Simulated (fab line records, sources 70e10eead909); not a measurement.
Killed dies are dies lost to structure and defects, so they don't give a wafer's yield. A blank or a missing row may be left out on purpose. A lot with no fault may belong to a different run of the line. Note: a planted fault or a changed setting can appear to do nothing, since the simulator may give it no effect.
Chamber matching || flow nand harc || NHARC_A_STAIRCASE_CMP_450 on cmp-01: 4 sister chambers
The step polishes SiO2, target thk 200 nm. 4 wafers are shown with their chamber, then 10 later ones without.

## EACH WAFER AND ITS CHAMBER
{"wafer": "L088.4", "chamber": 1, "motor current A (A)": 12.2}
{"wafer": "L088.5", "chamber": 2, "motor current A (A)": 10.7}
{"wafer": "L089.3", "chamber": 0, "motor current A (A)": 9.4}
{"wafer": "L089.5", "chamber": 3, "motor current A (A)": 11.5}

## WAFERS WITH NO CHAMBER GIVEN
{"wafer": "L089.6", "motor current A (A)": 11.0}
{"wafer": "L095.1", "motor current A (A)": 10.0}
{"wafer": "L095.3", "motor current A (A)": 11.8}
{"wafer": "L095.4", "motor current A (A)": 10.8}
{"wafer": "L096.1", "motor current A (A)": 10.5}
{"wafer": "L096.4", "motor current A (A)": 12.2}
{"wafer": "L096.6", "motor current A (A)": 10.6}
{"wafer": "L097.1", "motor current A (A)": 10.8}
{"wafer": "L097.2", "motor current A (A)": 10.9}
{"wafer": "L097.5", "motor current A (A)": 10.8}

## EACH ONE'S CHAMBER
{"wafer": "L089.6", "from the rows above": "can't be placed: 2 or 3", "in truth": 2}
{"wafer": "L095.1", "from the rows above": "can't be placed: 0 or 2", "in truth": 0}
{"wafer": "L095.3", "from the rows above": "can't be placed: 3 or 1", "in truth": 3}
{"wafer": "L095.4", "from the rows above": 2, "in truth": 2}
{"wafer": "L096.1", "from the rows above": 2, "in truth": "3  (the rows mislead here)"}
{"wafer": "L096.4", "from the rows above": 1, "in truth": 1}
{"wafer": "L096.6", "from the rows above": 2, "in truth": 2}
{"wafer": "L097.1", "from the rows above": 2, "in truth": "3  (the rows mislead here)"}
{"wafer": "L097.2", "from the rows above": "can't be placed: 2 or 3", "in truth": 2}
{"wafer": "L097.5", "from the rows above": 2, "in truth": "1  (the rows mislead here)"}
Placed correctly: 3 of 10. Not placeable from these rows: 4 (in 4, the candidates include the true chamber). Wrongly placed: 3.
How it was worked out, from the rows above alone: a wafer's distance from a chamber is the root of the sum, over the readings, of the square of ((its reading less the chamber's mean) divided by the reading's scatter). If the next closest chamber is less than 2 further off than the closest, the wafer can't be placed; otherwise it belongs to the closest. For every chamber, the mean is computed from those of its wafers that are shown. The scatter: with one shown wafer a chamber, the root of the mean of the squares of how far each hidden wafer lies from its nearest shown one.
